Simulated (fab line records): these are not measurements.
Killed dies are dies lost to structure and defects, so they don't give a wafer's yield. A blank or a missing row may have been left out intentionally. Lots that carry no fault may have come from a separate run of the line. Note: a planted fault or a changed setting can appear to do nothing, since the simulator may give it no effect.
Matching of chambers	flow nandHarc	NHARC_A_DECK1_JOINT_CMP_13 on cmp-04: 4 sister chambers
The step polishes, target thk 51.023 nm. 4 wafers are shown with their chamber, then 7 later ones without.

## EACH WAFER AND ITS CHAMBER
wafer	chamber	motorCurrentA (A)
L089.4	3	10.3
L089.6	1	11.3
L090.2	0	11.8
L090.4	2	13.9

## WAFERS WITHOUT THEIR CHAMBER
wafer	motorCurrentA (A)
L090.5	11.7
L092.4	11.6
L092.5	12.6
L092.6	14.1
L094.1	12.9
L094.2	9.8
L094.3	14.4

## EACH ONE'S CHAMBER
wafer	from the rows above	in truth
L090.5	can't be placed: 0 or 1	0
L092.4	can't be placed: 0 or 1 or 3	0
L092.5	can't be placed: 0 or 1 or 2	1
L092.6	2	2
L094.1	can't be placed: 2 or 0 or 1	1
L094.2	can't be placed: 3 or 1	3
L094.3	2	2
Placed correctly: 2 of 7. Not placeable from these rows: 5 (in 5, the candidates include the true chamber). Placed wrongly: 0.
How it was worked out, from the rows above alone: a wafer's distance from a chamber is the root of the sum, over the readings, of the square of ((its reading less the chamber's mean) divided by the reading's scatter). If the next closest chamber is less than 2 further off than the closest, the wafer can't be placed; otherwise it belongs to the closest. For every chamber, the mean is computed from those of its wafers that are shown. The scatter: with one shown wafer a chamber, the root of the mean of the squares of how far each hidden wafer lies from its nearest shown one.
